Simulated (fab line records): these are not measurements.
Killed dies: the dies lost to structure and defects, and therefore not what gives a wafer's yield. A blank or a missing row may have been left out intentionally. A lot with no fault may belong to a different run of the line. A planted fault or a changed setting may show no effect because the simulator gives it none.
The tool behind it: which one? -- flow n5 finfet -- 10 lots with 30 wafers sampled at 5 steps, on a route of 1938 steps

== WHAT THE GAUGES SHOWED, per wafer ==
N5_BEOL_M8_THK_MEAS_01.
lot,measured,on,M8_ILD_THK (nm)
L729,day 9 04:29,film metro-01,152.3 150.3 154.2
L731,day 9 08:55,film metro-02,155.3 155.8 158.0
L732,day 9 23:29,film metro-02,156.0 156.8 156.8
L733,day 10 05:15,film metro-01,151.2 152.7 157.0
L736,day 10 14:11,film metro-02,153.2 157.0 157.7
L737,day 11 13:25,film metro-02,153.3 154.6 156.4
L745,day 12 20:26,film metro-01,156.6 156.5 157.1
L747,day 13 15:11,film metro-02,154.4 153.3 154.1
L750,day 15 09:55,film metro-01,152.3 157.2 153.8
L751,day 15 11:24,film metro-02,153.2 153.7 155.3

== WHICH TOOL RAN EACH LOT (tool, then ch and the chambers of the sampled wafers, then the start) ==
lot,N5_BEOL_M7_PECVD_70,N5_BEOL_M7_CURE_75,N5_BEOL_M7_CMP_52,N5_BEOL_M7_DEP_56
L729,"pecvd-04 ch 1,2, day 8 22:32","uv cure-02 ch 0, day 9 01:28","cmp-02 ch 1,2,3, day 9 02:55","pecvd-02 ch 0,1,2, day 9 03:16"
L731,"pecvd-04 ch 1,2, day 9 01:28","uv cure-01 ch 1, day 9 05:49","cmp-02 ch 0,1,3, day 9 07:53","pecvd-02 ch 0,2, day 9 08:12"
L732,"pecvd-02 ch 0,1,2, day 9 17:48","uv cure-03 ch 1, day 9 19:58","cmp-01 ch 0,1,2, day 9 22:28","pecvd-02 ch 0,1,2, day 9 22:47"
L733,"pecvd-02 ch 1,2, day 9 23:26","uv cure-01 ch 0, day 10 02:18","cmp-01 ch 0,2, day 10 04:11","pecvd-04 ch 0,2, day 10 04:32"
L736,"pecvd-04 ch 0,1,2, day 10 07:22","uv cure-01 ch 2, day 10 10:43","cmp-03 ch 0,2,3, day 10 13:10","pecvd-04 ch 0,2, day 10 13:29"
L737,"pecvd-04 ch 0,1, day 11 06:47","uv cure-01 ch 0, day 11 10:41","cmp-02 ch 0,1,2, day 11 12:25","pecvd-01 ch 1,2, day 11 12:42"
L745,"pecvd-04 ch 0,1, day 12 14:18","uv cure-01 ch 2, day 12 17:22","cmp-01 ch 0,2,3, day 12 19:22","pecvd-04 ch 1,2, day 12 19:44"
L747,"pecvd-04 ch 0,1, day 13 06:50","uv cure-01 ch 0, day 13 11:05","cmp-01 ch 1,2,3, day 13 14:10","pecvd-02 ch 0,1,2, day 13 14:29"
L750,"pecvd-02 ch 1,2, day 15 03:26","uv cure-02 ch 1, day 15 05:50","cmp-03 ch 0,3, day 15 08:53","pecvd-02 ch 0,1,2, day 15 09:12"
L751,"pecvd-02 ch 0,1,2, day 15 03:59","uv cure-03 ch 1, day 15 08:23","cmp-01 ch 0,2,3, day 15 10:20","pecvd-04 ch 1,2, day 15 10:41"
- N5_BEOL_M7_PECVD_70: deposits SiO2 from TEOS/O2, target thk 20 nm, time 22.7 s.
- N5_BEOL_M7_CURE_75: cures SiCOH lowk, time 120 s.
- N5_BEOL_M7_CMP_52: polishes, stops on SiCOH lowk, t overpolish 6.9 s, target thk 80 nm.
- N5_BEOL_M7_DEP_56: deposits SiCN from 3MS/NH3, target thk 10 nm, time 17.5 s.

== THE ANSWER, worked out from the rows above alone ==
Rule: usual is defined by the lots themselves. The widest of any qualifying gaps counts: lots, ordered by their means at a reading, are off when they make up no more than a third of the lots, leave a main group of 4 or more, and stand apart from it by 3 or more times the standard deviation of that group's means. A main group is skipped when, at the precision printed for the reading in the tables above, its means are all equal. A lot without any number at a reading at which 4 lots or more have one is off too. The other lots that the step has rows for count as sound.
No lot is off on any of the readings shown, so nothing can be concluded from this.

== WHAT THE SIMULATOR PUT IN ==
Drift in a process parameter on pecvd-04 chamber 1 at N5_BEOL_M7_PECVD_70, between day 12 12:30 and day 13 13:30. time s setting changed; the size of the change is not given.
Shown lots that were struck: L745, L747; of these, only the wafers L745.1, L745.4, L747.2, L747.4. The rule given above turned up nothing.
